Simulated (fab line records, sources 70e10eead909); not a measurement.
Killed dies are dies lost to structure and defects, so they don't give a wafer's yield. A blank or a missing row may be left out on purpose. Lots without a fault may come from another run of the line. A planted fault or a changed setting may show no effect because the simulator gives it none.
Chamber matching | flow nand_harc | NHARC_P_BONDPAD_CMP_32 on cmp-03: 4 sister chambers
The step polishes SiCN, target thk 200 nm. 8 wafers are shown with their chamber, then 7 later ones without.

WAFERS WITH THEIR CHAMBER
wafer  | chamber | motor_current_A (A)
L075.2 | 2       | 10.3
L085.1 | 3       | 10.3
L085.4 | 2       | 10.6
L088.4 | 3       | 10.6
L090.5 | 1       | 13.5
L090.6 | 0       | 13.5
L091.1 | 1       | 14.2
L091.4 | 0       | 13.8

WAFERS WITHOUT THEIR CHAMBER
wafer  | motor_current_A (A)
L091.6 | 10.6
L092.2 | 14.0
L092.3 | 10.9
L092.5 | 10.1
L096.1 | 13.5
L096.4 | 11.1
L096.5 | 14.3

WHICH CHAMBER EACH WENT THROUGH
wafer  | from the rows above     | in truth
L091.6 | can't be placed: 2 or 3 | 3
L092.2 | can't be placed: 1 or 0 | 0
L092.3 | can't be placed: 2 or 3 | 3
L092.5 | can't be placed: 2 or 3 | 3
L096.1 | can't be placed: 0 or 1 | 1
L096.4 | can't be placed: 2 or 3 | 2
L096.5 | can't be placed: 1 or 0 | 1
Placed correctly: 0 of 7. Can't be placed from these rows: 7 (the true chamber is among the candidates in 7). Placed wrongly: 0.
How it was worked out, from the rows above alone: a wafer's distance from a chamber is the root of the sum, over the readings, of the square of ((its reading less the chamber's mean) divided by the reading's scatter). The wafer belongs to the nearest chamber; if the next one is less than 2 further off, it can't be placed. A chamber's mean is the mean of its shown wafers. The scatter: the root of (the sum of the squares of (reading less its chamber's mean) over the shown wafers, divided by (wafers less chambers)).
